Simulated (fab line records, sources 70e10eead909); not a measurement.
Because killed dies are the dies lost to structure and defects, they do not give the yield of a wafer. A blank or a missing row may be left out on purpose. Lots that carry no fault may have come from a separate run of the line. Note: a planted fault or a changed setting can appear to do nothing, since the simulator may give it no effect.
Code-filled problem report in 8D (eight disciplines) form | flow nand_harc | the parts of the form that need people (team, actions taken, sign-off) are left out

## 1. WHAT IS WRONG
sort_bin_3_pct at NHARC_END_SORT_01 reads a mean of 2.81 % on 1 wafer of 1 lot; wafers without a fault read 0.28 % with a standard deviation of 0.24. Relative to the usual mean, that is a shift of +11 standard deviations.
First observed at day 23 20:44: wafer L891.2, on prober-02. Wafers with a number at this step in the record: 13, from 5 lots. Rule for "out", or "out of limits": more than 4 standard deviations from the usual mean. Any other wafer with a number is counted as sound.

## 2. WHAT IT IS, WHAT IT ISN'T
question                    | is                                                                                                                                  | is not
which readings at this step | sort_bin_3_pct, defect_limited_yield, killed_at_array, killed_dies, sort_bin_2_pct, sort_n_pass, sort_rim_yield_pct, sort_yield_pct | killed_at_other, killed_at_periphery, killed_open, killed_short
which lots                  | L891                                                                                                                                | L873, L875, L884, L888
which wafers of those lots  | all that have a number                                                                                                              | -
read on which gauges        | prober-02                                                                                                                           | prober-01
when                        | from day 23 20:44                                                                                                                   | up to then (12 sound wafers)

## 3. SUSPECTS, AND WHAT RULES EACH OUT
Counting: any tool at a process step up to the reading is kept as a suspect provided that every lot that is out went through it and no sound lot did after the first of them.
- the gauge at NHARC_END_SORT_01: kept. All the wafers that are out were read on prober-02, and no step on other tools shows them out.
- rie_diel-09 at NHARC_A_BONDPAD_DESCUM_11 (chemistry O2, time 3 s): kept. It ran the lot that is out, L891 (day 22 13:49), and no sound lot after that; its last sound lot up to then is L888 (day 21 03:38).
- rie_diel-09 at NHARC_A_BONDPAD_ETCH_12 (etches the open film in CHF3/O2, target depth 220 nm, time 110 s): kept. It ran the lot that is out, L891 (day 22 14:00), and no sound lot after that; its last sound lot up to then is L888 (day 21 03:49).
- rie_diel-09 at NHARC_A_BONDPAD_ETCH_24 (etches the open film in CF4/N2, target depth 30 nm, time 72.99 s): kept. It ran the lot that is out, L891 (day 22 14:46), and no sound lot after that; its last sound lot up to then is L888 (day 21 04:35). NHARC_A_BONDPAD_ETCH_24 gives no start for some lots, so the hours and the order of its lots are those of NHARC_A_BONDPAD_DEGAS_25.
- pvd_sputter-02 at NHARC_A_BONDPAD_DEGAS_25 (time 60 s): kept. It ran the lot that is out, L891 (day 22 14:46), and no sound lot after that; its last sound lot up to then is L873 (day 18 00:22).
- rtp_anneal-01 at NHARC_A_BONDPAD_ANNEAL_28 (time 90 s): kept. It ran the lot that is out, L891 (day 22 15:29), and no sound lot after that; its last sound lot up to then is L884 (day 21 05:52).
- grinder-01 at NHARC_THIN_TSV_GRIND_00: kept. It ran the lot that is out, L891 (day 23 03:17), and no sound lot after that; its last sound lot up to then is L884 (day 21 21:21).
Left after counting: rie_diel-09 at NHARC_A_BONDPAD_DESCUM_11, rie_diel-09 at NHARC_A_BONDPAD_ETCH_12, rie_diel-09 at NHARC_A_BONDPAD_ETCH_24, pvd_sputter-02 at NHARC_A_BONDPAD_DEGAS_25, rtp_anneal-01 at NHARC_A_BONDPAD_ANNEAL_28, grinder-01 at NHARC_THIN_TSV_GRIND_00, prober-02 at NHARC_END_SORT_01.

## 4. THE CAUSE (what the simulator had put in)
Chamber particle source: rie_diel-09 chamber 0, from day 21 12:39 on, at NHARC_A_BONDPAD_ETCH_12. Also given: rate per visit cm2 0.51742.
This tool is one of the 7 suspects left after counting.

## 5. THE EFFECT CHAIN, in route order
Each row: a reading whose mean over the struck wafers that have a number lies more than 3 standard deviations from the usual. Readings are gone through only where the record gives a usual standard deviation; hours: the median, over the lots, of the time from a lot's start at the first step in this table giving one to that lot's start at this step; sigmas: the change measured in usual standard deviations.
hours | step              | reading              | usual  | on struck wafers | change | sigmas
0     | NHARC_END_SORT_01 | defect_limited_yield | 95.3 % | 84.2             | -11.1  | -6.5
0     | NHARC_END_SORT_01 | killed_at_array      | 28     | 107              | +79    | +7.2
0     | NHARC_END_SORT_01 | killed_dies          | 32     | 107              | +75    | +6.8
0     | NHARC_END_SORT_01 | sort_bin_2_pct       | 1.5 %  | 6.8              | +5.3   | +7.9
0     | NHARC_END_SORT_01 | sort_bin_3_pct       | 0.28 % | 2.81             | +2.53  | +11
0     | NHARC_END_SORT_01 | sort_n_pass          | 645    | 570              | -75    | -6.8
0     | NHARC_END_SORT_01 | sort_rim_yield_pct   | 95.7 % | 82.1             | -13.6  | -5.2
0     | NHARC_END_SORT_01 | sort_yield_pct       | 95.3 % | 84.2             | -11.1  | -6.5

## 6. WHAT WOULD HAVE CAUGHT IT SOONER
The first out-of-limits reading at a measuring or inspecting step in this record came at day 23 20:44, 56 hours after the fault's start at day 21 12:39.
Tool readings at NHARC_A_BONDPAD_ETCH_12 with a usual standard deviation given in the record: none out on any struck wafer, hence no alarm at a limit of 4 standard deviations on them.
By day 23 20:44 the whole set of lots that are out, 1 in number, had already begun NHARC_A_BONDPAD_ETCH_12 on rie_diel-09. A hold on the tool at that time would have spared none of them.
